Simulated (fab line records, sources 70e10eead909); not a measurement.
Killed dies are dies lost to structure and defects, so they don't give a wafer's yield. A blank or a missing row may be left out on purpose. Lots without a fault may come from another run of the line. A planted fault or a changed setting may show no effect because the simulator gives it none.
Which tool did it? | flow nand_harc | 12 lots, 36 wafers sampled, at 2 steps of a route of 1302

WHAT THE GAUGES READ, wafer by wafer
NHARC_A_ONON_D1_THK_MEAS_21: measures by ellipsometry.
lot  | measured     | on            | thk_nm (nm)
L075 | day 8 15:09  | film_metro-02 | 989 990 990
L077 | day 9 11:05  | film_metro-02 | 991 993 993
L079 | day 10 07:01 | film_metro-01 | 987 987 987
L081 | day 11 02:29 | film_metro-01 | 988 987 986
L083 | day 12 07:41 | film_metro-02 | 989 991 990
L085 | day 12 23:01 | film_metro-02 | 985 987 987
L088 | day 14 12:04 | film_metro-01 | 1007 1008 1008
L089 | day 14 12:16 | film_metro-01 | 1001 1001 1003
L091 | day 15 13:35 | film_metro-01 | 1000 998 998
L093 | day 16 05:46 | film_metro-02 | 1020 1019 1018
L095 | day 16 17:22 | film_metro-01 | 1007 1006 1006
L097 | day 18 04:17 | film_metro-01 | 993 994 995

WHICH TOOL RAN EACH LOT (tool, then ch and the chambers of the sampled wafers, then the start)
lot  | NHARC_P_BONDPAD_ETCH_24
L075 | rie_diel-06 ch 0,2,3, day 8 15:09 or earlier
L077 | rie_diel-01 ch 0,2,3, day 9 11:05 or earlier
L079 | rie_diel-06 ch 0,2,3, day 8 16:59
L081 | rie_diel-06 ch 0,1, day 11 02:29 or earlier
L083 | rie_diel-06 ch 0,1,3, day 12 07:41 or earlier
L085 | rie_diel-01 ch 0,1,3, day 12 23:01 or earlier
L088 | rie_diel-06 ch 1,2,3, day 14 12:04 or earlier
L089 | rie_diel-01 ch 1,2,3, day 12 22:56
L091 | rie_diel-01 ch 1,3, day 15 13:35 or earlier
L093 | rie_diel-01 ch 0,1,3, day 14 19:33
L095 | rie_diel-01 ch 0,2,3, day 16 17:22 or earlier
L097 | rie_diel-09 ch 0,1,3, day 18 04:17 or earlier
- NHARC_P_BONDPAD_ETCH_24: etches the open film in CF4/N2, target depth 30 nm, time 72.99 s.

THE ANSWER, worked out from the rows above alone
Rule: what is usual is taken from the lots themselves. Put in order of their means at a reading, lots are off if they are a third of the lots or fewer, leave a main group of 4 or more, and stand apart from it by a gap of 3 or more times the standard deviation of the main group's means; of several such gaps the widest counts. A main group whose means are all the same, to the digits that the tables above print for the reading, isn't used. A lot without any number at a reading at which 4 lots or more have one is off too. The other lots that the step has rows for count as sound.
No lot is off at any reading shown: from this, nothing can be told.

WHAT THE SIMULATOR HAD PUT IN
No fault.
